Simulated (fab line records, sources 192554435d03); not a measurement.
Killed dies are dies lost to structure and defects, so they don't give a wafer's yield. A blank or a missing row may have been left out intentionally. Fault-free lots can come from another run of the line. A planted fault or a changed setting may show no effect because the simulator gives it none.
fab line records	flow n5-finfet
[record] lots = 11	wafers = 29	last-day = 18
route steps=1938 shown BEOL_M4@1111 BEOL_M14@1763 BEOL_M15@1785 PASSIVATION@1936
lots that met no fault: from a run of the same line without faults
start-h: the number of hours between the record's first day and the start of the first shown wafer of the lot	wait-h: hours from the lot's prior step to this one	" same as the row above	L1.1+2: several wafers, shown together as one row	- no value present, or no start provided	* or withheld: withheld	< > ~ a bound
route shown NAME@n: names a module that has steps shown in the file, with the first one's number in the route	usual: mean/standard deviation of fault-free wafers	same: alike in all rows	chamber/n: place in a boat	sites: the reading at each site	_std_site: their standard deviation	_edge_site: outer sites' mean less inner sites'	radius-mm: how far each site lies from the wafer's centre	mask NAME#n: copy n	behind: the last tool/chamber to shape the wafer	hold: what put the lot on hold/how long, in hours/how the hold closed	device: the transistor (n, p or np) that didn't switch	end of line: tests run on the same wafers once the route is complete	where a step has no rows: the recipe by itself	killed: count of dies lost to structure and defects at first sort (not the wafer's yield)	map: per-die view of a wafer (x killed, . not killed, _ where there is no die)
set.NAME: the setting as run; set.NAME@STEP: as run at that earlier step	model.NAME: the simulator's own value behind a step, which no gauge read
one table for each step of the route and one row for each wafer, over a sample of lots
services: from which hour (start-h, from the record's first day; less than 0 if before it) a tool's chamber was out of use, for how many hours, and why
[[steps]]
[step N5_BEOL_M4_RC_MEAS_101]
[usual] DIBL_N = 35.3/2.5	DIBL_P = 35/3.3	IOFF_N = 0.15/0.049	IOFF_P = 0.20/0.056	ION_N = 673/16	ION_P = 462/10	SS_N = 71.2/0.85	SS_P = 73.0/0.97	VT_N = 252/4.9	VT_P = -251/5
lot.wafer	tool	chamber	start-h	wait-h	DIBL_N[mV/V]	DIBL_P[mV/V]	IOFF_N[nA/um]	IOFF_P[nA/um]	ION_N[uA/um]	ION_P[uA/um]	SS_N[mV/dec]	SS_P[mV/dec]	VT_N[mV]	VT_P[mV]
L106.2	prober-02	0	180.63	0.2	34.2	33	0.13	0.19	673	461	70.8	72.6	251	-249
L106.5	"	0	"	"	31.6	31	0.10	0.15	662	464	70.7	71.8	255	-252
L107.1	prober-02	0	186.07	0.0	37.3	39	0.19	0.21	691	466	72.6	73.9	248	-251
L107.6	"	0	"	"	37.2	38	0.18	0.20	680	457	72.3	73.5	251	-256
L108.2	prober-02	0	195.20	0.2	40.5	41	0.25	0.29	710	483	72.2	74.0	244	-246
L108.5	"	0	"	"	36.0	35	0.13	0.17	677	464	70.9	73.0	252	-254
L108.6	"	0	"	"	39.7	40	0.21	0.25	681	463	72.3	73.7	248	-248
L110.1	prober-02	0	201.60	0.0	35.9	37	0.16	0.24	684	478	72.1	73.5	250	-249
L110.6	"	0	"	"	34.6	35	0.13	0.20	676	471	71.6	73.7	252	-249
L113.1	prober-02	0	219.74	0.0	35.6	35	0.14	0.20	668	464	70.9	72.9	249	-250
L113.5	"	0	"	"	35.7	36	0.16	0.22	683	473	71.1	72.1	247	-251
L113.6	"	0	"	"	36.1	36	0.15	0.21	683	470	71.6	72.9	252	-248
L114.1	prober-02	0	224.50	0.0	37.4	38	0.20	0.24	700	471	71.4	73.1	245	-251
L114.5	"	0	"	"	37.0	37	0.17	0.22	692	468	72.1	74.1	248	-250
L114.6	"	0	"	"	36.5	35	0.15	0.18	665	453	71.7	73.1	250	-254
L117.1	prober-02	0	237.56	0.0	31.2	31	0.09	0.12	658	454	70.4	71.5	258	-259
L117.3	"	0	"	"	33.6	33	0.11	0.14	654	450	70.6	72.9	256	-258
L117.4	"	0	"	"	37.8	37	0.19	0.20	684	463	72.6	73.5	248	-253
L116.2	prober-01	0	242.25	0.2	39.3	39	0.20	0.26	671	452	72.3	74.0	247	-244
L116.3	"	0	"	"	36.3	36	0.16	0.23	684	466	71.8	73.4	245	-248
L120.1	prober-01	0	245.10	0.0	30.9	30	0.10	0.16	663	456	70.4	71.9	257	-247
L120.2	"	0	"	"	30.3	31	0.09	0.19	652	472	69.6	71.8	254	-246
L120.5	"	0	"	"	31.9	32	0.10	0.19	657	464	70.5	71.8	255	-245
L127.1	prober-02	0	312.37	0.0	31.1	28	0.07	0.10	644	447	69.2	71.7	262	-261
L127.2	"	0	"	"	34.4	30	0.10	0.12	640	434	70.3	71.8	260	-260
L127.5	"	0	"	"	34.5	32	0.11	0.13	672	461	70.5	72.5	254	-258
L129.1	prober-02	0	318.45	0.0	32.9	31	0.09	0.13	648	451	71.3	72.7	257	-261
L129.3	"	0	"	"	37.2	36	0.14	0.18	654	448	71.5	73.9	253	-254
L129.5	"	0	"	"	37.3	35	0.14	0.17	656	445	72.3	73.9	256	-256
[step N5_BEOL_M14_SPUTTER_44]
[recipe] material = Ta	target-thk-a = 150	temp-c = 50	bias-v = 80	power-w = 15000	chamber-pressure-pa = 0.07	time-s = 24.19
[usual] susceptor-temp-C = 50.01/0.11	throttle-valve-pct = 29.6/1
lot.wafer	tool	chamber	start-h	wait-h	susceptor-temp-C	throttle-valve-pct
L106.2	pvd-sputter-02	-	266.90	0.0	50.19	29.9
L106.5	"	-	"	"	49.90	29.1
L107.1	pvd-sputter-02	-	270.12	0.0	49.84	29.0
L107.6	"	-	"	"	49.93	29.5
L108.2	pvd-sputter-03	-	278.28	0.0	49.92	28.5
L108.5	"	-	"	"	50.03	29.7
L108.6	"	-	"	"	50.14	30.2
L110.1	pvd-sputter-03	-	283.02	0.0	50.20	29.7
L110.6	"	-	"	"	49.90	28.8
L113.1	pvd-sputter-03	-	299.92	0.0	50.21	30.1
L113.5	"	-	"	"	49.98	29.8
L113.6	"	-	"	"	50.02	30.2
L114.1	pvd-sputter-01	-	309.41	0.0	50.06	30.7
L114.5	"	-	"	"	50.13	27.7
L114.6	"	-	"	"	49.86	29.6
L117.1	pvd-sputter-01	-	320.25	0.0	49.93	27.4
L117.3	"	-	"	"	50.10	30.8
L117.4	"	-	"	"	50.07	31.3
L120.1	pvd-sputter-01	-	329.47	0.0	50.04	31.3
L120.2	"	-	"	"	50.05	27.6
L120.5	"	-	"	"	50.13	30.8
L116.2	pvd-sputter-01	-	335.55	0.0	50.07	31.0
L116.3	"	-	"	"	50.14	29.3
L127.1	pvd-sputter-02	-	399.36	0.0	49.99	29.2
L127.2	"	-	"	"	50.01	30.5
L127.5	"	-	"	"	49.93	30.3
L129.1	pvd-sputter-02	-	405.34	0.0	50.00	28.8
L129.3	"	-	"	"	50.06	28.8
L129.5	"	-	"	"	49.98	28.7
[step N5_BEOL_M15_INSPECT_12]
[recipe] mode = adi	inspect-instrument = macro
[usual] raw-defect-count = 2.3/1.5
lot.wafer	tool	chamber	start-h	wait-h	raw-defect-count
L106.2	defect-inspect-01	-	269.27	0.0	1
L106.5	"	-	"	"	2
L107.1	defect-inspect-02	-	272.20	0.0	1
L107.6	"	-	"	"	4
L108.2	defect-inspect-01	-	281.21	0.0	1
L108.5	"	-	"	"	0
L108.6	"	-	"	"	2
L110.1	defect-inspect-02	-	285.10	0.0	2
L110.6	"	-	"	"	1
L113.1	defect-inspect-01	-	301.94	0.0	1
L113.5	"	-	"	"	8
L113.6	"	-	"	"	3
L114.1	defect-inspect-02	-	311.30	0.0	3
L114.5	"	-	"	"	1
L114.6	"	-	"	"	2
L117.1	defect-inspect-01	-	322.72	0.0	1
L117.3	"	-	"	"	3
L117.4	"	-	"	"	1
L120.1	defect-inspect-02	-	331.38	0.0	4
L120.2	"	-	"	"	2
L120.5	"	-	"	"	5
L116.2	defect-inspect-02	-	337.46	0.0	3
L116.3	"	-	"	"	4
L127.1	defect-inspect-01	-	401.52	0.0	1
L127.2	"	-	"	"	4
L127.5	"	-	"	"	3
L129.1	defect-inspect-01	-	407.56	0.0	0
L129.3	"	-	"	"	1
L129.5	"	-	"	"	2
[step N5_BEOL_M15_EXPOSE_25]
[recipe] mask-id = M15	na = 0.8	source-shape = annular	sigma-inner = 0.5	sigma-outer = 0.8	polarization = unpolarized	target-cd-nm = 400	dose-mj = 35.5
[usual] stage-vel-mm-s = 500.04/0.24
lot.wafer	tool	chamber	start-h	wait-h	mask	stage-vel-mm-s
L106.2	krf-scanner-01	0	270.51	-	M15#0	499.74
L106.5	"	0	"	"	M15#0	499.63
L107.1	krf-scanner-01	0	273.89	-	M15#0	500.26
L107.6	"	0	"	"	M15#0	500.02
L108.2	krf-scanner-02	0	282.57	-	M15#0	499.51
L108.5	"	0	"	"	M15#0	499.89
L108.6	"	0	"	"	M15#0	499.93
L110.1	krf-scanner-01	0	286.46	-	M15#0	500.38
L110.6	"	0	"	"	M15#0	500.15
L113.1	krf-scanner-02	0	303.18	-	M15#0	500.30
L113.5	"	0	"	"	M15#0	500.09
L113.6	"	0	"	"	M15#0	499.96
L114.1	krf-scanner-01	0	312.90	-	M15#0	499.87
L114.5	"	0	"	"	M15#0	500.02
L114.6	"	0	"	"	M15#0	500.13
L117.1	krf-scanner-01	0	324.48	-	M15#0	500.06
L117.3	"	0	"	"	M15#0	500.29
L117.4	"	0	"	"	M15#0	500.12
L120.1	krf-scanner-01	0	332.63	-	M15#0	500.06
L120.2	"	0	"	"	M15#0	499.53
L120.5	"	0	"	"	M15#0	499.89
L116.2	krf-scanner-01	0	338.71	-	M15#0	499.64
L116.3	"	0	"	"	M15#0	500.13
L127.1	krf-scanner-02	0	402.97	-	M15#0	499.62
L127.2	"	0	"	"	M15#0	499.99
L127.5	"	0	"	"	M15#0	499.98
L129.1	krf-scanner-02	0	408.79	-	M15#0	499.88
L129.3	"	0	"	"	M15#0	500.15
L129.5	"	0	"	"	M15#0	500.23
[step N5_BEOL_M15_CD_MEAS_28]
[recipe] target-cd-nm = 407.6	landing-energy-ev = 500	detector = se-inlens
[usual] cd-nm = 408.8/2.3
lot.wafer	tool	chamber	start-h	wait-h	cd-nm
L106.2	cd-sem-03	0	270.68	-	408.7
L106.5	"	0	"	"	411.2
L107.1	cd-sem-02	0	274.06	-	408.3
L107.6	"	0	"	"	405.0
L108.2	cd-sem-02	0	282.74	-	405.7
L108.5	"	0	"	"	408.1
L108.6	"	0	"	"	411.0
L110.1	cd-sem-03	0	286.63	-	405.3
L110.6	"	0	"	"	408.5
L113.1	cd-sem-02	0	303.35	-	414.3
L113.5	"	0	"	"	409.0
L113.6	"	0	"	"	407.6
L114.1	cd-sem-03	0	313.07	-	408.6
L114.5	"	0	"	"	415.9
L114.6	"	0	"	"	411.7
L117.1	cd-sem-02	0	324.65	-	410.8
L117.3	"	0	"	"	407.8
L117.4	"	0	"	"	407.6
L120.1	cd-sem-01	0	332.80	-	409.8
L120.2	"	0	"	"	590.9
L120.5	"	0	"	"	408.3
L116.2	cd-sem-02	0	338.88	-	595.6
L116.3	"	0	"	"	409.9
L127.1	cd-sem-01	0	403.14	-	405.2
L127.2	"	0	"	"	410.3
L127.5	"	0	"	"	402.9
L129.1	cd-sem-03	0	408.96	-	405.7
L129.3	"	0	"	"	405.9
L129.5	"	0	"	"	407.2
[step N5_BEOL_M15_PRE_CLEAN_42]
[recipe] gas = H2/He	time-s = 30	temp-c = 300
[usual] heater-power-w = 500/37	susceptor-temp-C = 300.02/0.18
lot.wafer	tool	chamber	start-h	wait-h	heater-power-w	susceptor-temp-C
L106.2	pvd-sputter-02	-	272.70	0.0	473	300.10
L106.5	"	-	"	"	463	300.05
L107.1	pvd-sputter-02	-	278.96	0.0	451	300.17
L107.6	"	-	"	"	482	299.86
L108.2	pvd-sputter-03	-	285.46	0.0	498	299.92
L108.5	"	-	"	"	564	299.89
L108.6	"	-	"	"	471	299.95
L110.1	pvd-sputter-01	-	288.82	0.0	511	300.08
L110.6	"	-	"	"	573	299.93
L113.1	pvd-sputter-02	-	309.42	0.0	497	299.87
L113.5	"	-	"	"	461	300.22
L113.6	"	-	"	"	476	300.09
L114.1	pvd-sputter-01	-	314.93	0.0	513	299.58
L114.5	"	-	"	"	525	299.77
L114.6	"	-	"	"	489	300.19
L117.1	pvd-sputter-02	-	329.42	0.0	497	299.95
L117.3	"	-	"	"	465	300.01
L117.4	"	-	"	"	462	300.14
L120.1	pvd-sputter-03	-	335.39	0.0	460	300.14
L120.2	"	-	"	"	532	300.19
L120.5	"	-	"	"	524	300.10
L116.2	pvd-sputter-02	-	341.18	0.0	475	299.56
L116.3	"	-	"	"	483	300.11
L127.1	pvd-sputter-03	-	405.16	0.0	503	300.17
L127.2	"	-	"	"	489	300.10
L127.5	"	-	"	"	489	299.81
L129.1	pvd-sputter-02	-	412.03	0.0	467	299.88
L129.3	"	-	"	"	479	299.85
L129.5	"	-	"	"	473	299.91
[step N5_PASSIVATION_PROBE_49]
[usual] defect-limited-yield = 91.3/1.4	killed_at_M0_to_M3 = 33/9.9	killed_at_M4_up = 15/5.6	killed-at-contacts = 13/5.7	killed-at-front-end = 38/12	killed-at-other = 4/3.1	killed-dies = 103/17	killed-on-rim = 13/4	killed-open = 66/13	killed-short = 32/7.8	sort_bin_5_function = 5.1/0.95	sort_bin_6_memory = 3.2/0.68	sort_bin_8_speed = 0.02/0.22	sort-n-pass = 1077/17
[same] gross-dies = 1180	killed-at-back-side = 0	sort_bin_4_leakage[%] = 0
lot.wafer	tool	chamber	start-h	wait-h	defect-limited-yield[%]	killed_at_M0_to_M3	killed_at_M4_up	killed-at-contacts	killed-at-front-end	killed-at-other	killed-dies	killed-on-rim	killed-open	killed-short	sort_bin_5_function[%]	sort_bin_6_memory[%]	sort_bin_8_speed[%]	sort-n-pass
L106.2	prober-02	-	288.28	0.1	91.0	22	18	19	44	3	106	18	78	28	5.5	3.4	0	1074
L106.5	prober-02	-	288.43	0.2	92.7	25	13	10	38	0	86	8	54	23	4.6	1.9	0	1094
L107.1	prober-02	-	294.34	0.0	91.2	56	5	12	25	6	104	14	56	45	4.1	4.3	0	1076
L107.6	prober-02	-	294.59	0.3	89.9	45	26	11	33	4	119	17	75	43	6.2	3.2	0	1061
L108.2	prober-02	-	299.49	0.1	88.9	50	18	13	47	3	131	13	83	45	7.8	3.1	0	1049
L108.5	prober-02	-	299.64	0.2	92.1	49	15	8	17	4	93	10	57	32	4.6	3.1	0	1087
L108.6	prober-02	-	299.69	0.3	90.5	56	5	13	35	3	112	17	71	37	6.0	3.0	0	1068
L110.1	prober-01	-	305.33	0.0	88.1	41	14	20	56	9	140	17	93	45	6.9	4.2	0	1040
L110.6	prober-01	-	305.58	0.3	89.5	22	8	17	75	2	124	20	96	27	7.2	3.1	0	1056
L113.1	prober-01	-	324.85	0.0	91.3	25	13	12	51	2	103	11	77	25	4.8	3.6	0	1077
L113.5	prober-01	-	325.05	0.2	92.4	25	25	7	31	2	90	12	60	28	4.5	3.0	0	1090
L113.6	prober-01	-	325.10	0.3	92.7	26	24	6	26	4	86	8	55	30	4.3	2.8	0	1094
L114.1	prober-01	-	335.18	0.0	93.1	26	15	11	27	2	81	14	51	25	3.9	2.5	0	1099
L114.5	prober-01	-	335.38	0.2	91.1	38	17	13	20	17	105	14	70	33	5.4	3.5	0	1075
L114.6	prober-01	-	335.43	0.3	92.7	27	13	8	31	7	86	16	49	28	3.8	2.6	0	1094
L117.1	prober-02	-	345.94	0.0	94.2	13	16	4	36	0	69	8	43	24	3.6	1.9	0	1111
L117.3	prober-02	-	346.04	0.1	92.5	43	7	9	28	2	89	6	61	27	5.0	1.9	0	1091
L117.4	prober-02	-	346.09	0.2	92.8	29	9	7	38	2	85	12	45	33	4.1	2.3	0	1095
L120.1	prober-01	-	350.34	0.0	89.2	49	18	14	41	6	128	12	86	40	6.1	4.4	0	1052
L120.2	prober-01	-	350.39	0.1	0	45	1091	18	26	0	1180	152	63	23	4.2	3.1	0.17	0
L120.5	prober-01	-	350.54	0.2	92.5	40	10	11	23	4	88	9	58	28	4.7	2.5	0	1092
L116.2	prober-02	-	354.98	0.1	0	28	1101	20	28	3	1180	152	61	23	4.6	2.6	0	0
L116.3	prober-02	-	355.03	0.1	91.6	29	10	9	51	0	99	18	71	27	5.3	2.8	0	1081
L127.1	prober-01	-	419.00	0.0	89.9	38	18	14	41	8	119	16	85	32	5.7	4.2	0.08	1060
L127.2	prober-01	-	419.05	0.1	92.4	19	8	8	46	9	90	16	57	27	4.7	2.8	2.63	1059
L127.5	prober-01	-	419.20	0.2	93.6	19	8	8	34	6	75	11	56	18	3.4	2.9	0	1105
L129.1	prober-02	-	432.52	0.0	93.1	15	18	10	38	0	81	9	52	22	4.7	1.9	0	1099
L129.3	prober-02	-	432.62	0.1	91.5	38	15	7	37	3	100	11	61	34	5.3	2.9	0	1080
L129.5	prober-02	-	432.72	0.2	90.1	26	17	18	53	3	117	15	67	44	6.0	3.7	0	1063
// killed by level:class
L106.2 FIN_SAQP:geometric-particle:open=15 MOL_CONTACT_COAG:geometric-particle:open=14 BEOL_M4:geometric-particle:open=10 FIN_SAQP:geometric-particle:short=8 BEOL_M0_SAQP:geometric-particle:open=8 BEOL_M5:geometric-particle:open=6 STI_FIN_REVEAL:geometric-particle:open=5 GATE_CUT:geometric-particle:short=5
L106.5 BEOL_M0_SAQP:geometric-particle:open=8 STI_FIN_REVEAL:geometric-particle:open=8 MOL_CONTACT_COAG:geometric-particle:open=8 HKMG_FIN:area-etch=7 FIN_SAQP:geometric-particle:open=5 ILD0:geometric-particle:short=4 BEOL_M0_SAQP:geometric-particle:short=4 BEOL_M0:geometric-particle:open=4
L107.1 BEOL_M0_SAQP:geometric-particle:short=21 MOL_CONTACT_COAG:geometric-particle:open=10 BEOL_M0_SAQP:geometric-particle:open=10 BEOL_M1:geometric-particle:open=9 BEOL_M2:geometric-particle:open=6 STI_FIN_REVEAL:geometric-particle:open=5 ILD0:geometric-particle:short=4 GATE_CUT:geometric-particle:open=3
L107.6 BEOL_M0_SAQP:geometric-particle:short=13 BEOL_M4:geometric-particle:open=13 MOL_CONTACT_COAG:geometric-particle:open=10 BEOL_M1:geometric-particle:open=9 BEOL_M0_SAQP:geometric-particle:open=8 GATE_CUT:geometric-particle:open=6 BEOL_M5:geometric-particle:open=6 GATE_CUT:geometric-particle:short=5
L108.2 BEOL_M2:geometric-particle:open=13 STI_FIN_REVEAL:geometric-particle:open=11 BEOL_M1:geometric-particle:open=10 MOL_CONTACT_COAG:geometric-particle:open=8 BEOL_M0_SAQP:geometric-particle:short=8 FIN_SAQP:geometric-particle:open=6 FIN_SAQP:geometric-particle:short=6 MOL_CONTACT_COAG:geometric-particle:short=5
L108.5 BEOL_M0_SAQP:geometric-particle:short=13 BEOL_M2:geometric-particle:open=12 BEOL_M0_SAQP:geometric-particle:open=7 MOL_CONTACT_COAG:geometric-particle:open=5 BEOL_M3:geometric-particle:open=5 BEOL_M4:geometric-particle:open=4 FIN_SAQP:geometric-particle:open=3 STI_FIN_REVEAL:geometric-particle:open=3
L108.6 BEOL_M0_SAQP:geometric-particle:open=19 BEOL_M0_SAQP:geometric-particle:short=12 MOL_CONTACT_COAG:geometric-particle:open=11 BEOL_M2:geometric-particle:open=10 STI_FIN_REVEAL:geometric-particle:open=6 BEOL_M1:geometric-particle:open=5 BEOL_M3:geometric-particle:open=5 FIN_SAQP:geometric-particle:short=4
L110.1 MOL_CONTACT_COAG:geometric-particle:open=18 FIN_SAQP:geometric-particle:open=14 BEOL_M3:geometric-particle:open=13 STI_FIN_REVEAL:geometric-particle:open=11 FIN_SAQP:geometric-particle:short=10 BEOL_M1:geometric-particle:open=9 BEOL_M2:geometric-particle:open=6 BEOL_M0_SAQP:geometric-particle:short=6
L110.6 STI_FIN_REVEAL:geometric-particle:open=32 MOL_CONTACT_COAG:geometric-particle:open=15 FIN_SAQP:geometric-particle:open=11 BEOL_M0_SAQP:geometric-particle:open=10 BEOL_M3:geometric-particle:open=7 DUMMY_GATE:geometric-particle:short=5 GATE_CUT:geometric-particle:short=5 FIN_SAQP:geometric-particle:short=4
L113.1 FIN_SAQP:geometric-particle:open=26 BEOL_M3:geometric-particle:open=10 MOL_CONTACT_COAG:geometric-particle:open=8 BEOL_M5:geometric-particle:open=7 FIN_SAQP:geometric-particle:short=6 BEOL_M2:geometric-particle:open=5 MOL_CONTACT_COAG:geometric-particle:short=4 GATE_CUT:geometric-particle:short=3
L113.5 BEOL_M4:geometric-particle:open=11 FIN_SAQP:geometric-particle:open=9 FIN_SAQP:geometric-particle:short=9 BEOL_M2:geometric-particle:open=6 MOL_CONTACT_COAG:geometric-particle:open=5 BEOL_M0_SAQP:geometric-particle:short=5 BEOL_M3:geometric-particle:open=5 STARTING-WAFER:geometric-particle:open=5
L113.6 BEOL_M4:geometric-particle:open=15 GATE_CUT:geometric-particle:open=5 BEOL_M0_SAQP:geometric-particle:short=5 FIN_SAQP:geometric-particle:short=4 GATE_CUT:geometric-particle:short=4 MOL_CONTACT_COAG:geometric-particle:open=4 BEOL_M0_SAQP:geometric-particle:open=4 BEOL_M0:geometric-particle:short=4
L114.1 BEOL_M0_SAQP:geometric-particle:open=7 STI_FIN_REVEAL:geometric-particle:open=7 MOL_CONTACT_COAG:geometric-particle:open=7 FIN_SAQP:geometric-particle:open=6 BEOL_M3:geometric-particle:open=6 GATE_CUT:geometric-particle:short=5 BEOL_M2:geometric-particle:open=4 BEOL_M6:geometric-particle:open=4
L114.5 BEOL_M3:geometric-particle:open=14 MOL_CONTACT_COAG:geometric-particle:open=11 BEOL_M4:geometric-particle:open=7 BEOL_M0_SAQP:geometric-particle:open=7 MIM_TOP_ETCH:geometric-particle:short=7 BEOL_M2:geometric-particle:open=7 BEOL_M0_SAQP:geometric-particle:short=6 STI_FIN_REVEAL:geometric-particle:open=5
L114.6 BEOL_M3:geometric-particle:open=7 HKMG_FIN:area-etch=7 MOL_CONTACT_COAG:geometric-particle:open=6 FIN_SAQP:geometric-particle:short=5 STI_FIN_REVEAL:geometric-particle:open=5 BEOL_M1:geometric-particle:open=5 BEOL_M4:geometric-particle:open=5 ILD0:geometric-particle:short=3
L117.1 STI_FIN_REVEAL:geometric-particle:open=9 FIN_SAQP:geometric-particle:short=4 MOL_CONTACT_COAG:geometric-particle:open=4 BEOL_M6:geometric-particle:open=4 STARTING-WAFER:geometric-particle:short=4 FIN_SAQP:geometric-particle:open=3 ILD0:geometric-particle:short=3 BEOL_M1:geometric-particle:short=3
L117.3 BEOL_M1:geometric-particle:open=10 STI_FIN_REVEAL:geometric-particle:open=8 BEOL_M0_SAQP:geometric-particle:open=8 MOL_CONTACT_COAG:geometric-particle:open=7 BEOL_M2:geometric-particle:open=7 FIN_SAQP:geometric-particle:open=5 BEOL_M0_SAQP:geometric-particle:short=5 BEOL_M2:geometric-particle:short=4
L117.4 BEOL_M0_SAQP:geometric-particle:short=7 MOL_CONTACT_COAG:geometric-particle:open=6 BEOL_M0_SAQP:geometric-particle:open=6 HKMG_FIN:area-etch=6 STI_FIN_REVEAL:geometric-particle:open=5 BEOL_M2:geometric-particle:open=5 STI_FIN_REVEAL:geometric-particle:short=4 BEOL_M3:geometric-particle:open=4
L120.1 MOL_CONTACT_COAG:geometric-particle:open=14 BEOL_M0_SAQP:geometric-particle:open=13 BEOL_M0_SAQP:geometric-particle:short=11 FIN_SAQP:geometric-particle:open=9 BEOL_M4:geometric-particle:open=9 FIN_SAQP:geometric-particle:short=8 STI_FIN_REVEAL:geometric-particle:open=7 BEOL_M2:geometric-particle:open=7
L120.2 BEOL_M15:area-expose=1086 MOL_CONTACT_COAG:geometric-particle:open=14 BEOL_M0_SAQP:geometric-particle:open=14 BEOL_M0_SAQP:geometric-particle:short=8 BEOL_M3:geometric-particle:open=8 DUMMY_GATE:geometric-particle:open=5 HKMG_FIN:area-etch=5 STI_FIN_REVEAL:geometric-particle:open=4
L120.5 BEOL_M3:geometric-particle:open=13 BEOL_M0_SAQP:geometric-particle:short=9 BEOL_M2:geometric-particle:open=9 MOL_CONTACT_COAG:geometric-particle:open=8 FIN_SAQP:geometric-particle:open=5 STARTING-WAFER:geometric-particle:open=5 BEOL_M4:geometric-particle:short=4 STI_FIN_REVEAL:geometric-particle:open=3
L116.2 BEOL_M15:area-expose=1092 MOL_CONTACT_COAG:geometric-particle:open=15 BEOL_M2:geometric-particle:open=8 FIN_SAQP:geometric-particle:open=7 BEOL_M3:geometric-particle:open=7 STI_FIN_REVEAL:geometric-particle:open=5 MOL_CONTACT_COAG:geometric-particle:short=5 BEOL_M0_SAQP:geometric-particle:open=5
L116.3 STI_FIN_REVEAL:geometric-particle:open=19 FIN_SAQP:geometric-particle:open=8 MOL_CONTACT_COAG:geometric-particle:open=7 BEOL_M0_SAQP:geometric-particle:open=7 BEOL_M1:geometric-particle:open=6 BEOL_M2:geometric-particle:open=6 FIN_SAQP:geometric-particle:short=5 DUMMY_GATE:geometric-particle:open=5
L127.1 STI_FIN_REVEAL:geometric-particle:open=13 BEOL_M3:geometric-particle:open=12 MOL_CONTACT_COAG:geometric-particle:open=10 BEOL_M2:geometric-particle:open=9 BEOL_M3:geometric-particle:short=6 BEOL_M4:geometric-particle:open=6 DUMMY_GATE:geometric-particle:open=5 BEOL_M0_SAQP:geometric-particle:open=5
L127.2 STI_FIN_REVEAL:geometric-particle:open=13 FIN_SAQP:geometric-particle:open=7 MOL_CONTACT_COAG:geometric-particle:open=7 GATE_CUT:geometric-particle:short=4 BEOL_M2:geometric-particle:open=4 FIN_SAQP:geometric-particle:short=3 BEOL_M4:geometric-particle:open=3 ILD0:geometric-particle:short=3
L127.5 STI_FIN_REVEAL:geometric-particle:open=14 MOL_CONTACT_COAG:geometric-particle:open=7 FIN_SAQP:geometric-particle:open=4 DUMMY_GATE:geometric-particle:open=4 BEOL_M0_SAQP:geometric-particle:open=4 BEOL_M1:geometric-particle:open=4 BEOL_M3:geometric-particle:open=3 BEOL_M4:geometric-particle:open=3
L129.1 FIN_SAQP:geometric-particle:open=12 BEOL_M0_SAQP:geometric-particle:open=7 BEOL_M4:geometric-particle:open=7 MOL_CONTACT_COAG:geometric-particle:open=6 BEOL_M5:geometric-particle:open=6 FIN_SAQP:geometric-particle:short=5 STI_FIN_REVEAL:geometric-particle:open=5 DUMMY_GATE:geometric-particle:open=5
L129.3 BEOL_M0_SAQP:geometric-particle:open=12 BEOL_M0_SAQP:geometric-particle:short=9 FIN_SAQP:geometric-particle:short=8 STI_FIN_REVEAL:geometric-particle:open=7 MOL_CONTACT_COAG:geometric-particle:open=7 DUMMY_GATE:geometric-particle:open=6 BEOL_M1:geometric-particle:open=6 FIN_SAQP:geometric-particle:open=5
L129.5 FIN_SAQP:geometric-particle:open=15 FIN_SAQP:geometric-particle:short=11 MOL_CONTACT_COAG:geometric-particle:open=10 STI_FIN_REVEAL:geometric-particle:open=8 BEOL_M0:geometric-particle:open=8 MOL_CONTACT_COAG:geometric-particle:short=7 BEOL_M4:geometric-particle:short=6 STARTING-WAFER:geometric-particle:short=6
[[services]]
tool	chamber	start-h	hours	kind
krf-scanner-01	-	274.27	1.3	pm
krf-scanner-01	-	275.57	4.4	pm
krf-scanner-02	-	279.95	1.0	pm
krf-scanner-02	0	290.97	-	calibration
krf-scanner-01	0	292.04	-	calibration
krf-scanner-02	-	318.30	0.8	pm
krf-scanner-02	-	320.17	0.3	repair
krf-scanner-02	-	324.16	1.3	pm
krf-scanner-02	-	327.39	0.8	repair
krf-scanner-01	-	339.20	1.0	pm
krf-scanner-01	-	378.25	0.8	pm
pvd-sputter-02	-	379.03	2.5	repair
pvd-sputter-01	-	395.83	3.8	repair
pvd-sputter-03	-	397.76	2.9	repair
pvd-sputter-03	-	406.22	3.1	repair
pvd-sputter-01	-	409.95	9.2	repair
[[key]]
[first-sign] step = N5_BEOL_M15_CD_MEAS_28	reading = cd-nm	direction = up	sigmas = 79	usual = 408.8	struck = 593.3
[effect] step = N5_PASSIVATION_PROBE_49	reading = killed_at_M4_up	direction = up	sigmas = 99+	usual = 15	struck = 1096
[more-kills-born-at] N5_BEOL_M15_EXPOSE_25@krf-scanner-01 = 2178
met-at N5_BEOL_M15_EXPOSE_25
struck-lots L116,L120
struck-wafers L116.2,L120.2
later-rows-left-out L116.2,L120.2
not-acting-at N5_BEOL_M14_SPUTTER_44,N5_BEOL_M15_INSPECT_12,N5_BEOL_M15_PRE_CLEAN_42
onset-between 324.48 332.63
[fault] kind = process-parameter-drift	tool = krf-scanner-01	chamber = -	onset-h = 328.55	steps = N5_BEOL_M15_EXPOSE_25	channel = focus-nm	offset = 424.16	shape = step	end-h = 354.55	scope = struck-wafers-only
// later-rows-left-out: the simulator's readings of these wafers behind a module that went badly wrong aren't trusted and aren't shown, but for the sort
